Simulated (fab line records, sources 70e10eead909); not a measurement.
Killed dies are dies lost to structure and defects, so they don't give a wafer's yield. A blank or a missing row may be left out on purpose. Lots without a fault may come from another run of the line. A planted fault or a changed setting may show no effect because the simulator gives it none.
Tool commonality check | flow nand_harc | 8 lots, 24 wafers sampled

WHY IT WAS OPENED
At NHARC_END_SORT_01 the reading killed_at_periphery is flagged on 2 of 8 lots. Wafers without a fault read 2.9, standard deviation 2.2.
Rule: a lot is flagged when every wafer of it that has a number lies more than 4 standard deviations from that mean, or none has a number. The other lots count as sound.

lot  | measured     | on        | killed_at_periphery, wafer by wafer | flag
L375 | day 19 15:26 | prober-01 | 3 3 5                               |
L376 | day 19 16:14 | prober-02 | 5 1 3                               |
L380 | day 21 03:29 | prober-02 | 3 5 3                               |
L381 | day 21 12:56 | prober-01 | 3 0 2                               |
L384 | day 21 20:40 | prober-02 | 1 2 0                               |
L386 | day 22 03:39 | prober-02 | 2 0 0                               |
L394 | day 23 22:55 | prober-02 | 31 93 41                            | FLAGGED
L395 | day 24 19:07 | prober-01 | 90 91 91                            | FLAGGED
The numbers of the flagged lots are 72.8 on average: +69.9 against the usual, or +32 standard deviations.

WHICH TOOL RAN EACH LOT
The record holds 3 process steps before the reading, out of a route of 1159 steps. In each cell: the tool, then ch and the chambers that the sampled wafers went through, then the start.
lot  | flag    | NHARC_P_CONTACT_CVD_23        | NHARC_THIN_TSV_DEP_47           | NHARC_THIN_TSV_ANNEAL_52
L375 |         | cvd_w-02 ch 0,1, day 6 03:36  | pecvd-03 ch 0,1,2, day 19 02:00 | rtp_anneal-01 ch 0, day 19 04:14
L376 |         | cvd_w-01 ch 1, day 6 17:13    | pecvd-02 ch 0,1,2, day 19 02:41 | rtp_anneal-01 ch 0, day 19 04:58
L380 |         | cvd_w-01 ch 0,1, day 7 02:40  | pecvd-03 ch 0,1, day 20 15:20   | rtp_anneal-02 ch 0, day 20 17:27
L381 |         | cvd_w-01 ch 0,1, day 7 15:56  | pecvd-02 ch 0,1,2, day 20 19:42 | rtp_anneal-01 ch 0, day 20 21:52
L384 |         | cvd_w-01 ch 0,1, day 8 09:41  | pecvd-02 ch 0,1, day 21 02:15   | rtp_anneal-01 ch 0, day 21 04:23
L386 |         | cvd_w-02 ch 0,1, day 8 19:57  | pecvd-02 ch 0,1, day 21 04:27   | rtp_anneal-02 ch 0, day 21 06:39
L394 | FLAGGED | cvd_w-01 ch 0,1, day 10 18:38 | pecvd-01 ch 0,1,2, day 23 05:42 | rtp_anneal-01 ch 0, day 23 08:29
L395 | FLAGGED | cvd_w-01 ch 1, day 11 08:25   | pecvd-03 ch 0,2, day 24 05:56   | rtp_anneal-01 ch 0, day 24 08:04
What these steps do:
- NHARC_P_CONTACT_CVD_23: deposits W, target thk 200 nm, time 557 s.
- NHARC_THIN_TSV_DEP_47: deposits SiO2, target thk 200 nm.
- NHARC_THIN_TSV_ANNEAL_52: time 90 s.
- NHARC_END_SORT_01

FLAGGED OVER TOTAL, TOOL BY TOOL (the gauges that took the reading come last)
step                     | tool          | lots run | flagged | share of the flagged lots | sound lots run after its first flagged lot
NHARC_P_CONTACT_CVD_23   | cvd_w-01      | 6        | 2       | all                       | 0
NHARC_P_CONTACT_CVD_23   | cvd_w-02      | 2        | 0       | none                      | -
NHARC_THIN_TSV_DEP_47    | pecvd-01      | 1        | 1       | some                      | 0
NHARC_THIN_TSV_DEP_47    | pecvd-02      | 4        | 0       | none                      | -
NHARC_THIN_TSV_DEP_47    | pecvd-03      | 3        | 1       | some                      | 0
NHARC_THIN_TSV_ANNEAL_52 | rtp_anneal-01 | 6        | 2       | all                       | 0
NHARC_THIN_TSV_ANNEAL_52 | rtp_anneal-02 | 2        | 0       | none                      | -
NHARC_END_SORT_01        | prober-01     | 3        | 1       | some                      | 0
NHARC_END_SORT_01        | prober-02     | 5        | 1       | some                      | 0

WHAT THE TABLE ALLOWS
2 rows of the table ran every flagged lot: cvd_w-01 at NHARC_P_CONTACT_CVD_23, rtp_anneal-01 at NHARC_THIN_TSV_ANNEAL_52.
- cvd_w-01 at NHARC_P_CONTACT_CVD_23: 2 of its 6 lots flagged. Its last sound lot is L384 (day 8 09:41), its first flagged lot L394 (day 10 18:38): a fault that began between those two fits.
- rtp_anneal-01 at NHARC_THIN_TSV_ANNEAL_52: 2 of its 6 lots flagged. Its last sound lot is L384 (day 21 04:23), its first flagged lot L394 (day 23 08:29): a fault that began between those two fits.
Counting lots can't tell these 2 tools apart, because each fits a fault that began at some hour. More lots, or a look at what each step does to the wafer, might.

WHAT THE SIMULATOR HAD PUT IN
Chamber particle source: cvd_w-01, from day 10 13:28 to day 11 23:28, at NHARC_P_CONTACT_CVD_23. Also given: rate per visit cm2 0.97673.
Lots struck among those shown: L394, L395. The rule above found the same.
